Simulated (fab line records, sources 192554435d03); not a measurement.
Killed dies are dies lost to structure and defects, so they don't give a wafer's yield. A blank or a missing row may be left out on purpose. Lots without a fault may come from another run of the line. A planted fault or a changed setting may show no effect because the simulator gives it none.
fab line records | flow n5_finfet
record lots=7 wafers=21
route steps=1938 shown MOL_CONTACT_COAG@520 BEOL_M0@720 BEOL_M3@931 BEOL_M4@1059 BEOL_M5@1160 BEOL_M7@1280 BEOL_M8@1339
start_h: hours from the record's first day to the start of the lot's first wafer shown | wait_h: hours since the lot's step before | " the same as in the row above | L1.1+2: a row that stands for several wafers | - no value, or no start given | * or withheld: withheld | < > ~ a bound
route shown NAME@n: a module of which the file shows steps, and the number in the route of the first | usual: mean/standard deviation of fault-free wafers | same: alike in all rows | chamber/n: place in a boat | sites: the reading at each site | _std_site: their standard deviation | _edge_site: outer sites' mean less inner sites' | radius_mm: how far each site lies from the wafer's centre | mask NAME#n: copy n | behind: the tool/chamber that last shaped the wafer | hold: why the lot was held/for how many hours/how that ended | device: the transistor (n, p or np) that didn't switch | end of line: the same wafers' tests at the end of the route | a step without rows: its recipe alone | killed: dies lost to structure and defects at the first sort, not the wafer's yield | map: a wafer's dies, x killed, . not, _ none there
set.NAME: the setting as run; set.NAME@STEP: as run at that earlier step | model.NAME: the simulator's own value behind a step, which no gauge read
lots whose settings were changed on purpose; a table a step, a row a wafer
## steps
# step N5_MOL_CONTACT_COAG_COAT_02
# recipe resist=CAR-EUV spin_rpm=1500 resist_thk_nm=30
# columns lot.wafer tool chamber start_h wait_h set.spin_rpm model.CAR-EUV_of_MOL_CONTACT_COAG_COAT_02.thk_nm
L074.4+6 litho_track-02 0 - - 1500 30.2
L074.5 " 0 " " 1428 31
L080.1+4 litho_track-04 0 - - 1500 30
L080.3 " 0 " " 1601 29
L082.1+5 litho_track-04 0 - - 1414 31
L082.4 " 0 " " 1500 30.2
L088.1 litho_track-02 0 - - 1500 30.2
L088.3+5 " 0 " " 1335 32
L090.2+6 litho_track-04 0 - - 1617 28.8
L090.5 " 0 " " 1500 29.8
L095.2 litho_track-04 0 - - 1550 29.4
L095.3 " 0 " " 1550 29.6
L095.5 " 0 " " 1500 30.2
L096.2+6 litho_track-04 0 - - 1500 30
L096.5 " 0 " " 1500 30.2
# step N5_MOL_CONTACT_COAG_EBR_04
# recipe solvent=PGMEA ebr_width_mm=1.5
# step N5_MOL_CONTACT_COAG_SOFTBAKE_03
# recipe temp_c=110 time_s=60 resist=CAR-EUV
# step N5_MOL_CONTACT_COAG_DESCUM_13
# recipe chemistry=O2 time_s=7 source_power_w=50 bias_power_w=20 pressure_mtorr=20 rf_frequency_hz=2.712e+07 temp_c=40 resist=CAR-EUV o2_flow_sccm=225
# columns lot.wafer tool chamber start_h wait_h set.spin_rpm@MOL_CONTACT_COAG_COAT_02 model.CAR-EUV_of_MOL_CONTACT_COAG_COAT_02.thk_nm
L074.4 rie_diel-01 0 88.88 0.1 1500 26.4
L074.5 " 1 " " 1428 27
L074.6 " 2 " " 1500 26.2
L080.1+4 rie_diel-04 1,2 131.59 0.0 1500 26
L080.3 " 2 " " 1601 25.2
L082.1 rie_diel-04 0 140.36 0.0 1414 27.2
L082.4 " 2 " " 1500 26.2
L082.5 " 3 " " 1414 27
L088.1 rie_diel-04 3 169.37 0.1 1500 26.2
L088.3+5 " 2 " " 1335 28.2
L090.2 rie_diel-05 3 181.51 0.0 1617 24.8
L090.5 " 2 " " 1500 26
L090.6 " 3 " " 1617 25
L095.2+3 rie_diel-05 1,2 214.44 0.0 1550 25.6
L095.5 " 3 " " 1500 26.2
L096.2+5+6 rie_diel-05 1,0,3 219.41 0.0 1500 26.2
# step N5_MOL_CONTACT_COAG_ETCH_59
# recipe chemistry=N2/H2 target=underlayer target_depth_a=130 mask_material=CAR-EUV time_s=10.4 ion_energy_ev=200 pressure_mtorr=30 source_w=840 bias_w=150 n2_flow_sccm=200 h2_flow_sccm=200 ends=cleared
# columns lot.wafer tool chamber start_h wait_h set.spin_rpm@MOL_CONTACT_COAG_COAT_02 model.CAR-EUV_of_MOL_CONTACT_COAG_COAT_02.thk_nm
L074.4 rie_diel-01 0 88.92 0.0 1500 14.8
L074.5 " 1 " " 1428 15.6
L074.6 " 2 " " 1500 14.6
L080.1+4 rie_diel-04 1,2 131.62 0.0 1500 14.6
L080.3 " 2 " " 1601 13.6
L082.1 rie_diel-04 0 140.39 0.0 1414 15.8
L082.4 " 2 " " 1500 14.8
L082.5 " 3 " " 1414 15.6
L088.1 rie_diel-04 3 169.41 0.0 1500 14.6
L088.3+5 " 2 " " 1335 16.6
L090.2 rie_diel-05 3 181.54 0.0 1617 13.4
L090.5 " 2 " " 1500 14.6
L090.6 " 3 " " 1617 13.6
L095.2 rie_diel-05 1 214.48 0.0 1550 13.8
L095.3 " 2 " " 1550 14.2
L095.5 " 3 " " 1500 14.8
L096.2 rie_diel-05 1 219.44 0.0 1500 14.6
L096.5+6 " 0,3 " " 1500 14.8
# step N5_MOL_CONTACT_COAG_ETCH_105
# recipe chemistry=CF4 target=SiARC target_depth_a=156 mask_material=CAR-EUV time_s=26 ion_energy_ev=80 pressure_mtorr=40 source_w=545 bias_w=36 Ar_flow_sccm=100 cf4_flow_sccm=100 ends=cleared
# usual rf_vpp_V=184.1/1
# columns lot.wafer tool chamber start_h wait_h set.bias_w rf_vpp_V
L074.4 rie_diel-01 0 88.94 0.0 38.9 193.5
L074.5 " 1 " " 38.9 195.6
L074.6 " 2 " " 36 182.5
L080.1 rie_diel-04 1 131.64 0.0 36 183.9
L080.3 " 2 " " 32.1 171.3
L080.4 " 2 " " 32.1 170.1
L082.1 rie_diel-04 0 140.41 0.0 36 184.5
L082.4 " 2 " " 40.87 199.3
L082.5 " 3 " " 40.87 200.3
L088.1 rie_diel-04 3 169.43 0.0 29.79 163.9
L088.3 " 2 " " 36 183.2
L088.5 " 2 " " 29.79 164.0
L090.2 rie_diel-05 3 181.56 0.0 36 183.0
L090.5 " 2 " " 36 184.8
L090.6 " 3 " " 41.65 203.5
L095.2 rie_diel-05 1 214.50 0.0 36 183.7
L095.3 " 2 " " 36 183.6
L095.5 " 3 " " 36 184.7
L096.2 rie_diel-05 1 219.46 0.0 36 184.7
L096.5 " 0 " " 36 183.4
L096.6 " 3 " " 36 183.3
# step N5_BEOL_M0_ETCH_128
# recipe chemistry=CF4/N2 target_depth_a=120 overetch_a=51 target=SiCN time_s=21.4 ion_energy_ev=150 pressure_mtorr=40 source_w=430 bias_w=70 Ar_flow_sccm=100 cf4_flow_sccm=60 n2_flow_sccm=60
# usual rf_vpp_V=382.2/1.5
# columns lot.wafer tool chamber start_h wait_h set.source_w rf_vpp_V
L074.4 rie_diel-04 0 115.92 0.0 430 381.1
L074.5 " 3 " " 430 383.1
L074.6 " 0 " " 430 382.1
L080.1 rie_diel-01 3 158.68 0.0 430 381.2
L080.3 " 0 " " 499.9 363.2
L080.4 " 1 " " 430 384.7
L082.1 rie_diel-05 0 170.38 0.0 455.4 374.0
L082.4 " 1 " " 430 381.4
L082.5 " 3 " " 455.4 372.1
L088.1 rie_diel-05 1 194.07 0.0 430 381.0
L088.3 " 3 " " 451.6 375.1
L088.5 " 0 " " 430 383.5
L090.2 rie_diel-01 1 213.12 0.2 430 384.2
L090.5 " 1 " " 430 384.3
L090.6 " 3 " " 430 381.6
L095.2 rie_diel-04 0 245.30 0.0 430 382.0
L095.3 " 3 " " 430 384.0
L095.5 " 3 " " 376.9 401.7
L096.2 rie_diel-01 3 249.96 1.0 430 380.7
L096.5 " 3 " " 430 380.8
L096.6 " 0 " " 430 381.1
# step N5_BEOL_M3_ILD_DEP_00
# recipe material=SiOC target_thk_a=790 temp_c=350 precursor=DEMS/O2 pressure_torr=5 rf_w=500 time_s=15.3
# columns lot.wafer tool chamber start_h wait_h set.time_s model.SiOC_of_BEOL_M3_ILD_DEP_00.thk_nm
L074.4 pecvd-01 1 173.12 0.1 15.3 79.4
L074.5 " 2 " " 15.3 81.2
L074.6 " 0 " " 15.3 76.6
L080.1 pecvd-04 0 216.77 0.0 15.3 77.8
L080.3 " 1 " " 15.3 79.2
L080.4 " 1 " " 16.46 85
L082.1 pecvd-04 1 227.41 0.0 15.3 77.6
L082.4 " 0 " " 14.32 73
L082.5 " 2 " " 14.32 73.8
L088.1 pecvd-03 2 249.49 0.0 16.2 82.8
L088.3 " 2 " " 15.3 79
L088.5 " 1 " " 16.2 83
L090.2 pecvd-03 2 280.98 0.0 15.3 77.2
L090.5 " 1 " " 13.56 68.6
L090.6 " 0 " " 15.3 77.4
L095.2 pecvd-01 0 318.76 0.0 15.3 76.2
L095.3 " 2 " " 15.3 80.2
L095.5 " 0 " " 15.3 77.2
L096.2 pecvd-03 2 322.93 0.0 15.3 79.6
L096.5 " 1 " " 15.3 79.4
L096.6 " 0 " " 15.3 80.4
# step N5_BEOL_M3_THK_MEAS_01
# recipe reads=SiOC_of_BEOL_M3_ILD_DEP_00
# usual M3_ILD_THK=78.5/1.3
# columns lot.wafer tool chamber start_h wait_h set.time_s@BEOL_M3_ILD_DEP_00 M3_ILD_THK[nm]
L074.4 film_metro-02 - 173.18 0.0 15.3 79.5
L074.5 " - " " 15.3 81.2
L074.6 " - " " 15.3 76.6
L080.1 film_metro-01 - 216.84 0.0 15.3 77.8
L080.3 " - " " 15.3 79.1
L080.4 " - " " 16.46 84.9
L082.1 film_metro-01 - 227.47 0.0 15.3 77.6
L082.4 " - " " 14.32 73.0
L082.5 " - " " 14.32 73.8
L088.1 film_metro-01 - 249.58 0.1 16.2 82.8
L088.3 " - " " 15.3 79.0
L088.5 " - " " 16.2 82.9
L090.2 film_metro-02 - 281.05 0.1 15.3 77.3
L090.5 " - " " 13.56 68.6
L090.6 " - " " 15.3 77.4
L095.2 film_metro-01 - 318.82 0.1 15.3 76.2
L095.3 " - " " 15.3 80.3
L095.5 " - " " 15.3 77.1
L096.2 film_metro-01 - 323.00 0.1 15.3 79.6
L096.5 " - " " 15.3 79.4
L096.6 " - " " 15.3 80.5
# step N5_BEOL_M3_TRENCH_ETCH_37
# recipe chemistry=C4F6/O2 target_depth_a=555.55 target=SiOC time_s=29.2 ion_energy_ev=250 pressure_mtorr=30 source_w=355 bias_w=185 Ar_flow_sccm=300 C4F6_flow_sccm=10 O2_flow_sccm=10
# usual rf_vpp_V=661/14
# columns lot.wafer tool chamber start_h wait_h set.bias_w rf_vpp_V
L074.4 rie_diel-06 3 - - 185 676
L074.5 " 3 " " 185 678
L074.6 " 2 " " 185 634
L080.1 rie_diel-02 2 - - 204.3 707
L080.3 " 0 " " 185 652
L080.4 " 1 " " 204.3 724
L082.1 rie_diel-02 1 - - 155.5 585
L082.4 " 2 " " 155.5 569
L082.5 " 1 " " 185 670
L088.1 rie_diel-06 0 - - 162.9 585
L088.3 " 2 " " 185 635
L088.5 " 1 " " 185 661
L090.2 rie_diel-03 3 - - 185 656
L090.5 " 3 " " 185 655
L090.6 " 2 " " 185 666
L095.2 rie_diel-03 1 - - 205.7 713
L095.3 " 0 " " 205.7 737
L095.5 " 3 " " 185 654
L096.2 rie_diel-03 2 - - 185 666
L096.5 " 0 " " 185 677
L096.6 " 1 " " 185 658
# step N5_BEOL_M3_ETCH_41
# recipe chemistry=CH3F/O2 target=SiCN target_depth_a=299 taper_deg=2 time_s=52.5 ion_energy_ev=120 mask_material=TiN pressure_mtorr=30 source_w=395 bias_w=75 Ar_flow_sccm=150 CH3F_flow_sccm=30 O2_flow_sccm=20
# columns lot.wafer tool chamber start_h wait_h set.target_depth_a model.etch.depth_nm
L074.4 rie_diel-06 3 - - 265.5 17.65
L074.5 " 3 " " 265.5 17.61
L074.6 " 2 " " 299 19.67
L080.1 rie_diel-02 2 - - 299 20.19
L080.3 " 0 " " 275.4 18.09
L080.4 " 1 " " 299 20.25
L082.1 rie_diel-02 1 - - 316.8 21.31
L082.4 " 2 " " 316.8 21.14
L082.5 " 1 " " 299 20.17
L088.1 rie_diel-06 0 - - 273 18.53
L088.3 " 2 " " 273 17.91
L088.5 " 1 " " 299 19.26
L090.2 rie_diel-03 3 - - 299 20.18
L090.5 " 3 " " 333.2 22.38
L090.6 " 2 " " 333.2 22.55
L095.2 rie_diel-03 1 - - 330.5 22.3
L095.3 " 0 " " 330.5 23.67
L095.5 " 3 " " 330.5 22.58
L096.2 rie_diel-03 2 - - 299 20.16
L096.5 " 0 " " 299 21.26
L096.6 " 1 " " 299 20.26
# step N5_BEOL_M4_DESCUM_33
# recipe chemistry=O2 time_s=7 source_power_w=50 bias_power_w=20 pressure_mtorr=20 rf_frequency_hz=2.712e+07 temp_c=40 resist=CAR-EUV o2_flow_sccm=225
# columns lot.wafer tool chamber start_h wait_h set.time_s model.CAR-EUV_of_BEOL_M4_COAT_22.thk_nm
L074.4+5 rie_diel-01 3,1 193.32 0.0 8.211 25.4
L074.6 " 2 " " 7 26
L080.1 rie_diel-05 0 231.81 0.0 7 26.2
L080.3+4 " 1,3 " " 7.696 25.8
L082.1+5 rie_diel-05 0,1 252.26 0.0 6.585 26.2
L082.4 " 2 " " 7 26
L088.1 rie_diel-05 1 267.22 0.2 7 26.2
L088.3+5 " 2 " " 8.277 25.4
L090.2 rie_diel-04 1 304.86 0.2 7 26
L090.5+6 " 0,1 " " 7.634 25.6
L095.2 rie_diel-04 2 346.04 0.3 7 26.2
L095.3 " 3 " " 5.584 26.6
L095.5 " 2 " " 5.584 26.8
L096.2 rie_diel-04 2 349.64 0.1 7 26.4
L096.5 " 0 " " 7 26.2
L096.6 " 3 " " 7 26
# step N5_BEOL_M4_ETCH_77
# recipe chemistry=N2/H2 target=underlayer target_depth_a=65 mask_material=CAR-EUV time_s=5.2 ion_energy_ev=200 pressure_mtorr=30 source_w=840 bias_w=150 n2_flow_sccm=200 h2_flow_sccm=200 ends=cleared
# columns lot.wafer tool chamber start_h wait_h set.time_s@BEOL_M4_DESCUM_33 model.CAR-EUV_of_BEOL_M4_COAT_22.thk_nm
L074.4 rie_diel-01 3 193.36 0.0 8.211 19.6
L074.5 " 1 " " 8.211 19.8
L074.6 " 2 " " 7 20.2
L080.1 rie_diel-05 0 231.84 0.0 7 20.4
L080.3 " 1 " " 7.696 20
L080.4 " 3 " " 7.696 20.2
L082.1 rie_diel-05 0 252.29 0.0 6.585 20.6
L082.4 " 2 " " 7 20.4
L082.5 " 1 " " 6.585 20.4
L088.1 rie_diel-05 1 267.25 0.0 7 20.4
L088.3 " 2 " " 8.277 19.6
L088.5 " 2 " " 8.277 19.8
L090.2 rie_diel-04 1 304.89 0.0 7 20.4
L090.5+6 " 0,1 " " 7.634 20
L095.2 rie_diel-04 2 346.08 0.0 7 20.4
L095.3+5 " 3,2 " " 5.584 21
L096.2 rie_diel-04 2 349.68 0.0 7 20.6
L096.5+6 " 0,3 " " 7 20.4
# step N5_BEOL_M4_ETCH_69
# recipe chemistry=CF4 target=SiARC target_depth_a=156 mask_material=CAR-EUV time_s=26 ion_energy_ev=80 pressure_mtorr=40 source_w=545 bias_w=36 Ar_flow_sccm=100 cf4_flow_sccm=100 ends=cleared
# step N5_BEOL_M4_ALD_98
# recipe material=SiO2 target_thk_a=25 temp_c=100 ald_precursor_family=BDEAS ald_co_reactant=O2-plasma pulse_time_s=1 co_reactant_pulse_time_s=1 purge_time_s=2 co_reactant_purge_time_s=2 ald_cycles=17 pressure_torr=2
# step N5_BEOL_M4_ETCHBACK_99
# recipe chemistry=CHF3 target=SiO2 target_depth_a=50 time_s=10.4 source_w=215 bias_w=47 Ar_flow_sccm=200 CHF3_flow_sccm=12 ion_energy_ev=100 pressure_mtorr=30
# columns lot.wafer tool chamber start_h wait_h set.time_s@BEOL_M4_DESCUM_33 model.CAR-EUV_of_BEOL_M4_COAT_22.thk_nm
L074.4 rie_diel-05 0 226.42 32.6 8.211 9.6
L074.5 " 0 " " 8.211 9.8
L074.6 " 3 " " 7 10.4
L080.1 rie_diel-01 2 261.27 29.3 7 10.4
L080.3 " 3 " " 7.696 10
L080.4 " 0 " " 7.696 10.2
L082.1+5 rie_diel-05 3,2 279.77 27.0 6.585 10.6
L082.4 " 2 " " 7 10.4
L088.1 rie_diel-01 2 311.24 43.5 7 10.4
L088.3+5 " 1 " " 8.277 9.8
L090.2 rie_diel-04 0 335.14 30.1 7 10.4
L090.5+6 " 3,0 " " 7.634 10
L096.2+5 rie_diel-01 3,2 362.76 12.9 7 10.6
L096.6 " 1 " " 7 10.4
L095.2 rie_diel-05 3 398.52 52.3 7 10.4
L095.3 " 1 " " 5.584 11
L095.5 " 3 " " 5.584 11.2
# step N5_BEOL_M5_TRENCH_ETCH_37
# recipe chemistry=C4F6/O2 target_depth_a=716.52 target=SiCOH_lowk time_s=24.7 ion_energy_ev=250 pressure_mtorr=30 source_w=345 bias_w=185 Ar_flow_sccm=300 C4F6_flow_sccm=10 O2_flow_sccm=10
# usual rf_vpp_V=661/13
# columns lot.wafer tool chamber start_h wait_h set.source_w rf_vpp_V
L074.4 rie_diel-02 3 - - 345 679
L074.5 " 1 " " 319.4 698
L074.6 " 2 " " 345 651
L080.1 rie_diel-03 1 - - 345 655
L080.3 " 2 " " 345 665
L080.4 " 3 " " 345 656
L082.1 rie_diel-03 3 - - 345 657
L082.4 " 0 " " 345 678
L082.5 " 3 " " 398.6 609
L088.1 rie_diel-03 2 - - 345 664
L088.3 " 0 " " 345 676
L088.5 " 3 " " 345 656
L090.2 rie_diel-06 3 - - 295.9 733
L090.5 " 2 " " 345 634
L090.6 " 1 " " 295.9 713
L096.2 rie_diel-02 3 - - 345 680
L096.5 " 0 " " 345 652
L096.6 " 1 " " 345 670
L095.2 rie_diel-06 3 - - 369.1 654
L095.3 " 2 " " 369.1 613
L095.5 " 3 " " 345 676
# step N5_BEOL_M7_ETCH_61
# recipe chemistry=CF4 target=SiARC target_depth_a=455 mask_material=CAR-ArF time_s=75.8 ion_energy_ev=80 pressure_mtorr=40 source_w=545 bias_w=36 Ar_flow_sccm=100 cf4_flow_sccm=100 ends=cleared
# usual etch_rf_on_time_s=74.2/2 rf_vpp_V=184.0/1.3
# columns lot.wafer tool chamber start_h wait_h set.source_w etch_rf_on_time_s rf_vpp_V
L074.4 rie_diel-02 2 260.15 0.0 545 74.0 182.1
L074.5 " 2 " " 545 74.3 183.1
L074.6 " 1 " " 545 74.8 183.2
L080.1 rie_diel-06 3 289.17 0.0 545 75.4 184.1
L080.3 " 2 " " 455.6 88.1 196.4
L080.4 " 2 " " 455.6 88.7 194.7
L082.1 rie_diel-03 2 309.48 0.0 510.1 76.6 189.4
L082.4 " 0 " " 545 67.6 184.4
L082.5 " 0 " " 510.1 71.6 187.8
L088.1 rie_diel-06 0 342.18 0.0 545 74.6 184.5
L088.3 " 3 " " 503.1 82.1 189.0
L088.5 " 2 " " 545 75.6 184.2
L090.2 rie_diel-02 0 367.30 0.0 545 74.7 185.0
L090.5 " 0 " " 545 74.9 183.3
L090.6 " 1 " " 632.3 65.6 174.1
L096.2 rie_diel-02 2 396.34 0.0 545 74.6 182.1
L096.5 " 0 " " 545 75.7 183.5
L096.6 " 3 " " 545 75.5 184.1
L095.2 rie_diel-02 1 426.51 0.0 545 75.4 183.5
L095.3 " 3 " " 545 76.2 184.2
L095.5 " 1 " " 545 76.0 183.8
# step N5_BEOL_M7_COAT_71
# recipe resist=underlayer temp_c=205 time_s=60 spin_rpm=1500 resist_thk_nm=5
# columns lot.wafer tool chamber start_h wait_h set.spin_rpm
L074.4+5+6 litho_track-02 0 - - 1352
L080.1+3+4 litho_track-02 0 - - 1500
L082.1+5 litho_track-02 0 - - 1500
L082.4 " 0 " " 1398
L088.1 litho_track-02 0 - - 1562
L088.3+5 " 0 " " 1500
L090.2+5+6 litho_track-05 0 - - 1500
L096.2+5+6 litho_track-03 0 - - 1500
L095.2 litho_track-02 0 - - 1620
L095.3+5 " 0 " " 1500
# step N5_BEOL_M7_COAT_22
# recipe resist=CAR-EUV spin_rpm=1500 resist_thk_nm=30
# step N5_BEOL_M7_EBR_24
# recipe solvent=PGMEA ebr_width_mm=1.5
# step N5_BEOL_M7_DESCUM_33
# recipe chemistry=O2 time_s=7 source_power_w=50 bias_power_w=20 pressure_mtorr=20 rf_frequency_hz=2.712e+07 temp_c=40 resist=CAR-EUV o2_flow_sccm=225
# step N5_BEOL_M7_ETCH_72
# recipe chemistry=N2/H2 target=underlayer target_depth_a=65 mask_material=CAR-EUV time_s=5.2 ion_energy_ev=200 pressure_mtorr=30 source_w=840 bias_w=150 n2_flow_sccm=200 h2_flow_sccm=200 ends=cleared
# columns lot.wafer tool chamber start_h wait_h set.spin_rpm@BEOL_M7_COAT_71 model.etch.depth_nm
L074.4 rie_diel-03 2 261.16 0.0 1352 5.242
L074.5 " 1 " " 1352 5.254
L074.6 " 2 " " 1352 5.256
L080.1 rie_diel-03 0 291.76 0.0 1500 4.972
L080.3 " 2 " " 1500 4.979
L080.4 " 0 " " 1500 4.983
L082.1 rie_diel-03 0 310.92 0.0 1500 5
L082.4 " 2 " " 1398 5.186
L082.5 " 2 " " 1500 5.004
L088.1 rie_diel-02 1 343.34 0.0 1562 4.908
L088.3 " 3 " " 1500 4.999
L088.5 " 2 " " 1500 5.007
L090.2 rie_diel-02 3 368.79 0.0 1500 4.972
L090.5 " 0 " " 1500 4.96
L090.6 " 1 " " 1500 4.968
L096.2 rie_diel-02 1 398.62 0.0 1500 4.99
L096.5 " 2 " " 1500 4.996
L096.6 " 1 " " 1500 5.002
L095.2 rie_diel-02 1 429.40 0.0 1620 4.808
L095.3 " 2 " " 1500 4.977
L095.5 " 0 " " 1500 4.995
# step N5_BEOL_M8_COAT_05
# recipe resist=CAR-ArF spin_rpm=1500 resist_thk_nm=90
# columns lot.wafer tool chamber start_h wait_h set.spin_rpm model.CAR-ArF_of_BEOL_M8_COAT_05.thk_nm
L074.4+6 litho_track-04 0 - - 1426 92.6
L074.5 " 0 " " 1500 90.4
L080.1+3+4 litho_track-02 0 - - 1601 87.2
L082.1+4 litho_track-02 0 - - 1500 90.6
L082.5 " 0 " " 1500 90.4
L088.1+5 litho_track-01 0 - - 1500 90.2
L088.3 " 0 " " 1500 90.4
L090.2 litho_track-04 0 - - 1500 89.8
L090.5 " 0 " " 1500 90
L090.6 " 0 " " 1500 90.2
L096.2 litho_track-02 0 - - 1500 90.4
L096.5+6 " 0 " " 1500 90
L095.2+3 litho_track-02 0 - - 1408 93
L095.5 " 0 " " 1500 90.4
## key
split step=N5_MOL_CONTACT_COAG_COAT_02 setting=spin_rpm stated=1500 by=wafer
response step=N5_MOL_CONTACT_COAG_COAT_02 reading=model.CAR-EUV_of_MOL_CONTACT_COAG_COAT_02.thk_nm change=-0.153 per=1% r=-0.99
response step=N5_MOL_CONTACT_COAG_DESCUM_13 reading=model.CAR-EUV_of_MOL_CONTACT_COAG_COAT_02.thk_nm change=-0.158 per=1% r=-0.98
response step=N5_MOL_CONTACT_COAG_ETCH_59 reading=model.CAR-EUV_of_MOL_CONTACT_COAG_COAT_02.thk_nm change=-0.168 per=1% r=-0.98
split step=N5_MOL_CONTACT_COAG_ETCH_105 setting=bias_w stated=36 by=wafer
response step=N5_MOL_CONTACT_COAG_ETCH_105 reading=rf_vpp_V change=+1.2 per=1% r=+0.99
split step=N5_BEOL_M0_ETCH_128 setting=source_w stated=430 by=wafer
response step=N5_BEOL_M0_ETCH_128 reading=rf_vpp_V change=-1.34 per=1% r=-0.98
split step=N5_BEOL_M3_ILD_DEP_00 setting=time_s stated=15.3 by=wafer
response step=N5_BEOL_M3_ILD_DEP_00 reading=model.SiOC_of_BEOL_M3_ILD_DEP_00.thk_nm change=+0.755 per=1% r=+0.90
response step=N5_BEOL_M3_THK_MEAS_01 reading=M3_ILD_THK change=+0.753 per=1% r=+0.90
split step=N5_BEOL_M3_TRENCH_ETCH_37 setting=bias_w stated=185 by=wafer
response step=N5_BEOL_M3_TRENCH_ETCH_37 reading=rf_vpp_V change=+5.85 per=1% r=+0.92
split step=N5_BEOL_M3_ETCH_41 setting=target_depth_a stated=299 by=wafer
response step=N5_BEOL_M3_ETCH_41 reading=model.etch.depth_nm change=+0.189 per=1% r=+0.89
split step=N5_BEOL_M4_DESCUM_33 setting=time_s stated=7 by=wafer
response step=N5_BEOL_M4_DESCUM_33 reading=model.CAR-EUV_of_BEOL_M4_COAT_22.thk_nm change=-0.0349 per=1% r=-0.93
response step=N5_BEOL_M4_ETCH_77 reading=model.CAR-EUV_of_BEOL_M4_COAT_22.thk_nm change=-0.0324 per=1% r=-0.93
response step=N5_BEOL_M4_ETCHBACK_99 reading=model.CAR-EUV_of_BEOL_M4_COAT_22.thk_nm change=-0.0358 per=1% r=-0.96
split step=N5_BEOL_M5_TRENCH_ETCH_37 setting=source_w stated=345 by=wafer
response step=N5_BEOL_M5_TRENCH_ETCH_37 reading=rf_vpp_V change=-4.97 per=1% r=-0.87
split step=N5_BEOL_M7_ETCH_61 setting=source_w stated=545 by=wafer
response step=N5_BEOL_M7_ETCH_61 reading=etch_rf_on_time_s change=* per=1% r=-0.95
response step=N5_BEOL_M7_ETCH_61 reading=rf_vpp_V change=-0.657 per=1% r=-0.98
split step=N5_BEOL_M7_COAT_71 setting=spin_rpm stated=1500 by=wafer
response step=N5_BEOL_M7_ETCH_72 reading=model.etch.depth_nm change=-0.0241 per=1% r=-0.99
split step=N5_BEOL_M8_COAT_05 setting=spin_rpm stated=1500 by=wafer
response step=N5_BEOL_M8_COAT_05 reading=model.CAR-ArF_of_BEOL_M8_COAT_05.thk_nm change=-0.433 per=1% r=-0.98
